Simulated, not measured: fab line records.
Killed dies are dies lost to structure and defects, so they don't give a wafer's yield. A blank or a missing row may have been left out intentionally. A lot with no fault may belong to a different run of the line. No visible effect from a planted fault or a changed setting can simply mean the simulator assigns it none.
fab line records + flow nand_harc
record
- lots=6
- wafers=18
- last_day=24
route steps=1159 shown A_ONON_D1@445 A_CHANNEL_HOLE_D1@450 END@1159
lots with no fault: from the same line, run without faults
start_h: the number of hours between the record's first day and the start of the first shown wafer of the lot + wait_h: hours elapsed since this lot's preceding step + " same as the row above + L1.1+2: several wafers, shown together as one row + - no value present, or no start provided + * or withheld: withheld + < > ~ a bound
route shown NAME@n: names a module that has steps shown in the file, with the first one's number in the route + usual: average and standard deviation across the fault-free wafers + same: alike in all rows + chamber/n: place in a boat + sites: each site's reading + _std_site: standard deviation across them + _edge_site: inner sites' mean taken away from outer sites' mean + radius_mm: for every site, how far away it sits from the centre of the wafer + mask NAME#n: copy n + behind: tool/chamber where the wafer was last shaped + hold: why the lot was held/for how many hours/how that ended + device: transistor that didn't switch, given as n, p or np + end of line: the route-end tests of the same wafers + a step without rows: its recipe alone + killed: the dies lost at the first sort to structure and to defects; this is not the yield of the wafer + map: per-die view of a wafer (x killed, . not killed, _ where there is no die)
set.NAME: the setting the step ran with; set.NAME@STEP: the setting that earlier step ran with + model.NAME: the simulator's own value behind a step, which no gauge read
certain route steps with their lots: each step a table, each wafer a row
services: when a tool's chamber went out of use (start_h, in hours from the record's first day, below 0 if earlier), for how many hours, and the reason
## steps
# step NHARC_A_ONON_D1_THK_MEAS_30
# recipe
- thk_meas_gauge=ellipsometry
# usual
- thk_nm=1000/12
| lot.wafer | tool          | chamber | start_h | wait_h | thk_nm |
|-----------|---------------|---------|---------|--------|--------|
| L938.3    | film_metro-01 | -       | 170.45  | -      | 1013   |
| L938.4    | "             | -       | "       | "      | 1014   |
| L938.5    | "             | -       | "       | "      | 1015   |
| L941.2    | film_metro-01 | -       | 200.41  | -      | 990    |
| L941.4    | "             | -       | "       | "      | 989    |
| L941.6    | "             | -       | "       | "      | 990    |
| L950.1    | film_metro-01 | -       | 247.54  | -      | 1014   |
| L950.5    | "             | -       | "       | "      | 1014   |
| L950.6    | "             | -       | "       | "      | 1016   |
| L947.1    | film_metro-02 | -       | 252.04  | -      | 990    |
| L947.2    | "             | -       | "       | "      | 992    |
| L947.6    | "             | -       | "       | "      | 992    |
| L951.1    | film_metro-02 | -       | 257.06  | -      | 1004   |
| L951.2    | "             | -       | "       | "      | 1003   |
| L951.3    | "             | -       | "       | "      | 1002   |
| L958.1    | film_metro-02 | -       | 296.20  | -      | 997    |
| L958.2    | "             | -       | "       | "      | 1000   |
| L958.6    | "             | -       | "       | "      | 997    |
# step NHARC_A_ONON_D1_DEP_33
# recipe
- target_thk_a=2000
- temp_c=400
- pressure_torr=6.5
- rf_w=900
- teos_flow_sccm=161.4
- flow_sccm=2650
- target_thk_nm=200
- gas=O2
- material=SiO2
# usual
- heater_power_w=559/92
- throttle_valve_pct=16.04/0.29
| lot.wafer | tool     | chamber | start_h | wait_h | heater_power_w | since_wet_clean_h | throttle_valve_pct |
|-----------|----------|---------|---------|--------|----------------|-------------------|--------------------|
| L938.3    | pecvd-02 | 0       | 170.55  | 0.1    | 444            | 5                 | 15.66              |
| L938.5    | "        | 2       | "       | "      | 575            | -                 | 16.00              |
| L938.4    | "        | 1       | "       | "      | 514            | -                 | 15.86              |
| L941.2    | pecvd-01 | 1       | 200.47  | 0.1    | 533            | 131               | 16.16              |
| L941.6    | "        | 1       | "       | "      | 548            | -                 | 16.50              |
| L941.4    | "        | 0       | "       | "      | 598            | -                 | 15.83              |
| L950.1    | pecvd-02 | 2       | 247.73  | 0.2    | 649            | 82                | 16.11              |
| L950.5    | "        | 1       | "       | "      | 399            | -                 | 16.01              |
| L950.6    | "        | 2       | "       | "      | 672            | -                 | 15.68              |
| L947.1    | pecvd-01 | 0       | 252.10  | 0.1    | 658            | 1                 | 15.94              |
| L947.2    | "        | 1       | "       | "      | 603            | 2                 | 15.78              |
| L947.6    | "        | 2       | "       | "      | 490            | -                 | 15.68              |
| L951.3    | pecvd-02 | 2       | 257.12  | 0.1    | 625            | 91                | 15.86              |
| L951.2    | "        | 0       | "       | "      | 353            | 91                | 15.62              |
| L951.1    | "        | 1       | "       | "      | 463            | 91                | 15.79              |
| L958.1    | pecvd-01 | 2       | 296.26  | 0.1    | 555            | 46                | 15.77              |
| L958.2    | "        | 0       | "       | "      | 597            | 46                | 15.97              |
| L958.6    | "        | 1       | "       | "      | 513            | -                 | 15.90              |
# step NHARC_A_ONON_D1_THK_MEAS_34
# recipe
- thk_meas_gauge=ellipsometry
# usual
- thk_nm=201/3.2
| lot.wafer | tool          | chamber | start_h | wait_h | thk_nm |
|-----------|---------------|---------|---------|--------|--------|
| L938.3    | film_metro-01 | -       | 170.92  | -      | 197    |
| L938.4    | "             | -       | "       | "      | 202    |
| L938.5    | "             | -       | "       | "      | 204    |
| L941.2    | film_metro-02 | -       | 200.88  | -      | 196    |
| L941.4    | "             | -       | "       | "      | 199    |
| L941.6    | "             | -       | "       | "      | 202    |
| L950.1    | film_metro-02 | -       | 248.06  | -      | 199    |
| L950.5    | "             | -       | "       | "      | 205    |
| L950.6    | "             | -       | "       | "      | 205    |
| L947.1    | film_metro-01 | -       | 252.51  | -      | 201    |
| L947.2    | "             | -       | "       | "      | 199    |
| L947.6    | "             | -       | "       | "      | 205    |
| L951.1    | film_metro-01 | -       | 257.53  | -      | 203    |
| L951.2    | "             | -       | "       | "      | 199    |
| L951.3    | "             | -       | "       | "      | 200    |
| L958.1    | film_metro-02 | -       | 296.67  | -      | 201    |
| L958.2    | "             | -       | "       | "      | 197    |
| L958.6    | "             | -       | "       | "      | 201    |
# step NHARC_A_ONON_D1_INSPECT_32
# usual
- raw_defect_count=68/25
| lot.wafer | tool              | chamber | start_h | wait_h | raw_defect_count |
|-----------|-------------------|---------|---------|--------|------------------|
| L938.3    | defect_inspect-02 | -       | 170.98  | 0.0    | 57               |
| L938.4    | "                 | -       | "       | "      | 49               |
| L938.5    | "                 | -       | "       | "      | 89               |
| L941.2    | defect_inspect-02 | -       | 200.94  | 0.0    | 58               |
| L941.4    | "                 | -       | "       | "      | 65               |
| L941.6    | "                 | -       | "       | "      | 54               |
| L950.1    | defect_inspect-02 | -       | 248.14  | 0.0    | 58               |
| L950.5    | "                 | -       | "       | "      | 93               |
| L950.6    | "                 | -       | "       | "      | 52               |
| L947.1    | defect_inspect-01 | -       | 252.59  | 0.0    | 75               |
| L947.2    | "                 | -       | "       | "      | 84               |
| L947.6    | "                 | -       | "       | "      | 92               |
| L951.1    | defect_inspect-02 | -       | 257.59  | 0.0    | 66               |
| L951.2    | "                 | -       | "       | "      | 62               |
| L951.3    | "                 | -       | "       | "      | 74               |
| L958.1    | defect_inspect-02 | -       | 296.76  | 0.0    | 70               |
| L958.2    | "                 | -       | "       | "      | 55               |
| L958.6    | "                 | -       | "       | "      | 46               |
# step NHARC_A_CHANNEL_HOLE_D1_DEP_00
# recipe
- target_thk_a=31000
- temp_c=400
- material=aC
# usual
- throttle_valve_pct=35.000/0.0084
| lot.wafer | tool       | chamber | start_h | wait_h | throttle_valve_pct |
|-----------|------------|---------|---------|--------|--------------------|
| L938.3    | acl_dep-01 | 0       | 171.68  | 0.7    | 34.979             |
| L938.4    | "          | 0       | "       | "      | 35.007             |
| L938.5    | "          | 0       | "       | "      | 35.002             |
| L941.2    | acl_dep-01 | 0       | 201.42  | 0.5    | 35.006             |
| L941.4    | "          | 0       | "       | "      | 35.010             |
| L941.6    | "          | 0       | "       | "      | 35.003             |
| L950.1    | acl_dep-03 | 0       | 248.37  | 0.2    | 35.008             |
| L950.5    | "          | 0       | 249.66  | 1.5    | 34.996             |
| L950.6    | "          | 0       | "       | "      | 35.000             |
| L947.1    | acl_dep-02 | 0       | 252.66  | 0.1    | 34.995             |
| L947.2    | "          | 0       | "       | "      | 34.999             |
| L947.6    | "          | 0       | 254.24  | 1.6    | 35.026             |
| L951.1    | acl_dep-02 | 0       | 258.08  | 0.5    | 35.009             |
| L951.2    | "          | 0       | "       | "      | 34.994             |
| L951.3    | "          | 0       | "       | "      | 34.991             |
| L958.1    | acl_dep-03 | 0       | 299.32  | 2.6    | 35.010             |
| L958.2    | "          | 0       | "       | "      | 34.998             |
| L958.6    | "          | 0       | 300.91  | 4.1    | 34.999             |
# step NHARC_A_CHANNEL_HOLE_D1_DEP_01
# recipe
- target_thk_a=1400
- target_thk_nm=140
- temp_c=400
- pressure_torr=3.5
- flow_sccm=200
- rf_w=350
- material=SiON
# usual
- heater_power_w=732/79
| lot.wafer | tool     | chamber | start_h | wait_h | heater_power_w | since_wet_clean_h |
|-----------|----------|---------|---------|--------|----------------|-------------------|
| L938.3    | pecvd-01 | 2       | 173.03  | 1.0    | 731            | 104               |
| L938.4    | "        | 0       | "       | "      | 857            | -                 |
| L938.5    | "        | 2       | "       | "      | 742            | -                 |
| L941.2    | pecvd-02 | 1       | 203.16  | 1.4    | 668            | 37                |
| L941.4    | "        | 2       | "       | "      | 797            | -                 |
| L941.6    | "        | 1       | "       | "      | 676            | -                 |
| L950.1    | pecvd-02 | 0       | 250.40  | 1.7    | 664            | 84                |
| L950.5    | "        | 2       | "       | "      | 866            | -                 |
| L950.6    | "        | 0       | "       | "      | 640            | -                 |
| L947.1    | pecvd-01 | 2       | 254.61  | 1.6    | 737            | 4                 |
| L947.2    | "        | 0       | "       | "      | 722            | 4                 |
| L947.6    | "        | 0       | "       | "      | 755            | -                 |
| L951.2    | pecvd-01 | 2       | 260.02  | 1.3    | 775            | 9                 |
| L951.1    | "        | 0       | "       | "      | 768            | 9                 |
| L951.3    | "        | 1       | "       | "      | 735            | 9                 |
| L958.2    | pecvd-02 | 0       | 301.25  | 1.3    | 561            | 135               |
| L958.1    | "        | 2       | "       | "      | 834            | 135               |
| L958.6    | "        | 1       | "       | "      | 704            | -                 |
# step NHARC_A_CHANNEL_HOLE_D1_DEHYDRATE_02
# recipe
- temp_c=150
- time_s=120
# step NHARC_A_CHANNEL_HOLE_D1_HMDS_03
# recipe
- time_s=30
# step NHARC_A_CHANNEL_HOLE_D1_COAT_36
# recipe
- temp_c=260
- time_s=75
# step NHARC_A_CHANNEL_HOLE_D1_COAT_37
# recipe
- temp_c=225
- time_s=65
# step NHARC_A_CHANNEL_HOLE_D1_COAT_04
# recipe
- spin_rpm=1500
- resist_thk_nm=90
# step NHARC_A_CHANNEL_HOLE_D1_SOFTBAKE_05
# recipe
- temp_c=105
- time_s=55
# usual
- exhaust_pa=44.9/0.79
- heater_power_total_W=188.45/0.14
- plate_temp_C=105.00/0.13
| lot.wafer | tool           | chamber | start_h | wait_h | exhaust_pa | heater_power_total_W | plate_temp_C |
|-----------|----------------|---------|---------|--------|------------|----------------------|--------------|
| L938.3    | litho_track-01 | 0       | 173     | -      | 44.5       | 188.37               | 104.88       |
| L938.4    | "              | 0       | "       | "      | 44.2       | 188.50               | 104.90       |
| L938.5    | "              | 0       | "       | "      | 44.3       | 188.45               | 104.96       |
| L941.2    | litho_track-04 | 0       | 203     | -      | 44.9       | 188.31               | 105.02       |
| L941.4    | "              | 0       | "       | "      | 44.8       | 188.40               | 105.01       |
| L941.6    | "              | 0       | "       | "      | 43.9       | 188.35               | 104.88       |
| L950.1    | litho_track-04 | 0       | 250     | -      | 44.8       | 194.25               | 107.47       |
| L950.5    | "              | 0       | "       | "      | 44.1       | 194.35               | 107.60       |
| L950.6    | "              | 0       | "       | "      | 44.6       | 194.41               | 107.40       |
| L947.1    | litho_track-04 | 0       | 254     | -      | 45.7       | 194.34               | 107.52       |
| L947.2    | "              | 0       | "       | "      | 45.5       | 194.32               | 107.44       |
| L947.6    | "              | 0       | "       | "      | 45.1       | 194.55               | 107.38       |
| L951.1    | litho_track-01 | 0       | 260     | -      | 44.7       | 188.41               | 105.15       |
| L951.2    | "              | 0       | "       | "      | 45.9       | 188.34               | 104.86       |
| L951.3    | "              | 0       | "       | "      | 45.3       | 188.26               | 105.12       |
| L958.1    | litho_track-01 | 0       | 301     | -      | 44.8       | 188.42               | 104.89       |
| L958.2    | "              | 0       | "       | "      | 46.8       | 188.39               | 104.95       |
| L958.6    | "              | 0       | "       | "      | 46.4       | 188.49               | 104.93       |
# step NHARC_A_CHANNEL_HOLE_D1_EBR_06
# step NHARC_END_SORT_01
# recipe
- temp_c=25
# usual
- killed_at_array=27/11
- killed_at_other=0.6/0.89
- killed_at_periphery=3.0/2.4
- killed_dies=31/12
- killed_open=3.2/1.6
- killed_short=2.0/1.5
# same
- gross_dies=677
| lot.wafer | tool      | chamber | start_h | wait_h | killed_at_array | killed_at_other | killed_at_periphery | killed_dies | killed_open | killed_short |
|-----------|-----------|---------|---------|--------|-----------------|-----------------|---------------------|-------------|-------------|--------------|
| L950.1    | prober-01 | 0       | 516.82  | 2.5    | 29              | 0               | 3                   | 32          | 4           | 3            |
| L950.5    | prober-01 | 0       | 520.02  | 3.7    | 34              | 0               | 7                   | 41          | 6           | 4            |
| L950.6    | prober-01 | 0       | 520.82  | 4.0    | 42              | 0               | 3                   | 45          | 7           | 2            |
# killed by level:class
L950.1 A_SLIT:chamber_film_flake=8 A_CONTACT:chamber_film_flake=4 A_CHANNEL_HOLE_D1:chamber_film_flake=3 A_STAIRCASE:chamber_film_flake=3 A_SGD_CUT:chamber_film_flake=3 A_WL_FILL:chamber_film_flake=2 P_GATE:geometric_particle:open=1 P_M0:geometric_particle:short=1
L950.5 A_SLIT:chamber_film_flake=7 A_SGD_CUT:chamber_film_flake=5 A_WL_FILL:chamber_film_flake=4 A_M0:chamber_film_flake=4 P_GATE:chamber_film_flake=3 A_CHANNEL_HOLE_D1:chamber_film_flake=3 A_CONTACT:chamber_film_flake=3 P_CONTACT:geometric_particle:open=2
L950.6 A_SLIT:chamber_film_flake=14 A_CHANNEL_HOLE_D1:chamber_film_flake=5 A_SGD_CUT:chamber_film_flake=4 A_ONON_D1:geometric_particle:open=3 A_STAIRCASE:chamber_film_flake=3 A_M0:chamber_film_flake=3 A_CHANNEL_FILL_D1:geometric_particle:open=2 P_GATE:chamber_film_flake=2
## services
| tool           | chamber | start_h | hours | kind       |
|----------------|---------|---------|-------|------------|
| pecvd-02       | -       | 153.02  | 13.0  | pm         |
| pecvd-02       | 0       | 153.02  | 13.0  | vent_cycle |
| pecvd-02       | 1       | 153.02  | 13.0  | vent_cycle |
| pecvd-02       | 2       | 153.02  | 13.0  | vent_cycle |
| pecvd-02       | 0       | 166.02  | -     | clean      |
| pecvd-02       | 1       | 166.02  | -     | clean      |
| pecvd-02       | 2       | 166.02  | -     | clean      |
| acl_dep-02     | -       | 169.72  | 13.0  | pm         |
| pecvd-02       | 1       | 186.30  | 4.6   | repair     |
| pecvd-02       | 0       | 220.46  | 4.2   | repair     |
| acl_dep-03     | -       | 224.17  | 13.0  | pm         |
| pecvd-01       | -       | 237.64  | 13.0  | pm         |
| pecvd-01       | 0       | 237.64  | 13.0  | vent_cycle |
| pecvd-01       | 1       | 237.64  | 13.0  | vent_cycle |
| pecvd-01       | 2       | 237.64  | 13.0  | vent_cycle |
| pecvd-01       | 0       | 250.64  | -     | clean      |
| pecvd-01       | 1       | 250.64  | -     | clean      |
| pecvd-01       | 2       | 250.64  | -     | clean      |
| litho_track-01 | -       | 268.00  | 7.0   | pm         |
| acl_dep-01     | -       | 294.08  | 13.0  | pm         |
## key
first_sign
- step=NHARC_A_CHANNEL_HOLE_D1_SOFTBAKE_05
- reading=heater_power_total_W
- direction=up
- sigmas=42
- usual=*
- struck=*
effect
- step=NHARC_A_CHANNEL_HOLE_D1_SOFTBAKE_05
- reading=plate_temp_C
- direction=up
- sigmas=20
- usual=*
- struck=*
met_at NHARC_A_CHANNEL_HOLE_D1_SOFTBAKE_05
struck_wafers L947.1,L947.2,L947.6,L950.1,L950.5,L950.6
tester_left_out L947,L950
onset_between 203 250
fault
- kind=process_parameter_drift
- tool=litho_track-04
- chamber=-
- onset_h=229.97
- steps=NHARC_A_CHANNEL_HOLE_D1_SOFTBAKE_05
- channel=temp_c
- offset=*
- shape=step
- end_h=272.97
- acts_in=*
- stated=*
# tester_left_out: of these lots the tester's yield and bins aren't shown, on N5 and GAA mostly nor the transistor test; their killed dies are dies lost to structure and defects alone, not to doping, threshold or leakage, so they don't give the yield
